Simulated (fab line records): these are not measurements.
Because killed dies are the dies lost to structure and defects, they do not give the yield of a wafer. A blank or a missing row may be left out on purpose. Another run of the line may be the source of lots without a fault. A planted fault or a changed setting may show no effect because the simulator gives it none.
A struck lot beside a sound one ; flow n5-finfet ; 16 out of 1938 route steps
Sound: these wafers, L518.1, L518.2, L518.4. Wafers struck: L506.3, L506.4, L506.5. At the end, the cause is stated.
Per side, at each step with rows, come the tool, then ch with its chambers, and then its first start. Under that, the readings that differ: sound wafers ; struck wafers ; difference of the means ; sigmas: that difference in standard deviations of wafers without a fault.
alike: readings with means less than 2 such deviations apart, plus words and numbers identical on both sides. not compared: withheld readings, readings lacking a value on some wafer, bounds such as >300 that could conceal the same value, and numbers that have no deviation in the record and whose values overlap.
A row with sigmas, a row that says differs or no value, or rows on one side alone: a step with any of these is where the two part. Numbers that don't overlap but have no deviation are shown without sigmas and don't part them. A reading missing from all wafers of one side parts the sides only when that side holds two or more wafers.

first, 2 steps without rows for these wafers: N5_DUMMY_GATE_PEB_13 (peb time 60 s); N5_DUMMY_GATE_DEVELOP_14 (develop time 30 s).
N5_DUMMY_GATE_CD_MEAS_15 targets a cd of 25.8 nm.
  sound on cd-sem-01 ch 0, day 7 17:14; struck on cd-sem-01 ch 0, day 4 17:23
  alike: cd-nm
N5_DUMMY_GATE_OVL_MEAS_16:
  sound on overlay-01 ch 0, day 7 17:17; struck on overlay-01 ch 0, day 4 17:26
  alike: GATE_OVL
N5_DUMMY_GATE_INSPECT_17: inspects for defects (brightfield).
  sound on defect-inspect-01 at day 7 17:20; struck on defect-inspect-02 at day 4 17:29
  alike: raw-defect-count
N5_DUMMY_GATE_DESCUM_20: chemistry O2, time 6.2 s.
  sound on rie-diel-05 ch 0,2,3, day 7 17:22; struck on rie-diel-01 ch 2,3, day 4 17:31
  alike: drypump-motor-current-A, oes-product-au, rf-vpp-V, showerhead-plenum-p-Torr, throttle-valve-pct
  not compared: rf-hours-counter-h
N5_DUMMY_GATE_ETCH_29: etches underlayer in N2/H2, target depth 13 nm.
  sound on rie-diel-05 ch 0,2,3, day 7 17:26; struck on rie-diel-01 ch 2,3, day 4 17:35
  alike: drypump-motor-current-A, n2-flow-sccm, oes-product-au, rf-vpp-V, showerhead-plenum-p-Torr, throttle-valve-pct
  not compared: rf-hours-counter-h
N5_DUMMY_GATE_ETCH_36: etches SiARC in CF4, target depth 13 nm.
  sound on rie-diel-05 ch 0,2,3, day 7 17:29; struck on rie-diel-01 ch 2,3, day 4 17:37
  alike: drypump-motor-current-A, oes-product-au, rf-vpp-V, showerhead-plenum-p-Torr, throttle-valve-pct
  not compared: rf-hours-counter-h
N5_DUMMY_GATE_ETCH_37: etches SOC in N2/H2, target depth 60 nm, overetch 30 nm.
  sound on rie-diel-05 ch 0,2,3, day 7 17:31; struck on rie-diel-01 ch 2,3, day 4 17:40
  alike: drypump-motor-current-A, n2-flow-sccm, oes-product-au, rf-vpp-V, showerhead-plenum-p-Torr, throttle-valve-pct
  not compared: rf-hours-counter-h
then, 2 steps without rows for these wafers: N5_DUMMY_GATE_STRIP_38 (strips in N2/H2); N5_DUMMY_GATE_STRIP_39 (strips in N2/H2).
N5_DUMMY_GATE_TRIM_49: chemistry O2, time 29 s, target cd 14 nm.
  sound on rie-si-04 ch 1,2,3, day 7 17:36; struck on rie-si-04 ch 1,3, day 4 17:44
  alike: drypump-motor-current-A, oes-product-au, throttle-valve-pct
  not compared: rf-hours-counter-h
N5_DUMMY_GATE_STRIP_40: strips in CF4.
  sound on rie-diel-05 ch 1,2,3, day 7 17:42; struck on rie-diel-05 ch 0,2,3, day 4 17:50
  no value came back on the struck wafers for any of 8 readings (bias-power-w (W), cf4-flow-sccm (sccm) and others); on the sound wafers bias-power-w (W) reads 74.94 74.61 75.16
reading;sound;struck;difference;sigmas
model.SiARC_of_DUMMY_GATE_COAT_35.thk-nm (nm);0 0 0;4.8 4.8 4.8;+4.8;
N5_DUMMY_GATE_CD_MEAS_50 targets a cd of 14 nm.
  sound on cd-sem-03 at day 7 17:45; struck on cd-sem-02 at day 4 17:53
  alike: cd-nm
-- record jumps: 5 days separate the struck wafers' starts on either side; left off in module DUMMY_GATE, taken up again in module BEOL_M4, whose first shown step is the route's number 1111 --
N5_BEOL_M4_RC_MEAS_101:
  sound on prober-02 ch 0, day 12 19:11; struck on prober-01 ch 0, day 9 17:41
  alike: DIBL_N, DIBL_P, IOFF_N, IOFF_P, ION_N, ION_P, SS_N, SS_P, VT_N, VT_P
-- a jump in the record: the struck wafers' starts before and after are 5 days apart (it breaks off in module BEOL_M4 and resumes in module PASSIVATION, where the first step shown is number 1936 of the route) --
N5_PASSIVATION_PROBE_49:
  rows exist in the record for the struck wafers here (prober-01, day 14 08:02), but not for the sound ones

== WHERE THEY PART ==
At N5_DUMMY_GATE_STRIP_40 first; at N5_PASSIVATION_PROBE_49 last (within this record only).

WHY: what the simulator had put in
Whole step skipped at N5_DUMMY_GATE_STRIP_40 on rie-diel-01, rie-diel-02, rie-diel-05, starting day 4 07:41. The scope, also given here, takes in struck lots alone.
